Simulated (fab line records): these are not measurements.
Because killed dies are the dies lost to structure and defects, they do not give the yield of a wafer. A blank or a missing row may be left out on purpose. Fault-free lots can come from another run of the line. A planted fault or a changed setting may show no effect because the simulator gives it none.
Matching of chambers || flow nand harc || cmp-01 running NHARC_A_STAIRCASE_CMP_152: 4 sister chambers
The step polishes. 4 wafers are shown with their chamber, then 9 later ones without.

WAFERS PAIRED WITH THEIR CHAMBERS
{"wafer": "L082.5", "chamber": 2, "motor current A (A)": 11.0}
{"wafer": "L085.3", "chamber": 1, "motor current A (A)": 11.7}
{"wafer": "L088.5", "chamber": 3, "motor current A (A)": 11.0}
{"wafer": "L088.6", "chamber": 0, "motor current A (A)": 14.6}

WAFERS MISSING THEIR CHAMBER
{"wafer": "L089.1", "motor current A (A)": 15.7}
{"wafer": "L089.3", "motor current A (A)": 12.4}
{"wafer": "L089.6", "motor current A (A)": 11.4}
{"wafer": "L091.1", "motor current A (A)": 11.0}
{"wafer": "L091.3", "motor current A (A)": 11.9}
{"wafer": "L091.4", "motor current A (A)": 15.4}
{"wafer": "L096.3", "motor current A (A)": 11.3}
{"wafer": "L096.5", "motor current A (A)": 14.9}
{"wafer": "L096.6", "motor current A (A)": 11.6}

CHAMBER TAKEN BY EACH
{"wafer": "L089.1", "from the rows above": 0, "in truth": 0}
{"wafer": "L089.3", "from the rows above": "can't be placed: 1 or 2 or 3", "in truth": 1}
{"wafer": "L089.6", "from the rows above": "can't be placed: 1 or 2 or 3", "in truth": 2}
{"wafer": "L091.1", "from the rows above": "can't be placed: 2 or 3 or 1", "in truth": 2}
{"wafer": "L091.3", "from the rows above": "can't be placed: 1 or 2 or 3", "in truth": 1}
{"wafer": "L091.4", "from the rows above": 0, "in truth": 0}
{"wafer": "L096.3", "from the rows above": "can't be placed: 2 or 3 or 1", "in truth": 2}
{"wafer": "L096.5", "from the rows above": 0, "in truth": 0}
{"wafer": "L096.6", "from the rows above": "can't be placed: 1 or 2 or 3", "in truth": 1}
3 of 9 placed correctly. From these rows, 6 cannot be placed; in 6 the true chamber is one of the candidates. 0 placed wrongly.
How it was worked out, from the rows above alone: a wafer's distance from a chamber is the root of the sum, over the readings, of the square of ((its reading less the chamber's mean) divided by the reading's scatter). If the next closest chamber is less than 2 further off than the closest, the wafer can't be placed; otherwise it belongs to the closest. A chamber's mean is the mean of its shown wafers. The scatter: root of mean squared gap, hidden wafer to nearest shown wafer, with one shown wafer a chamber.
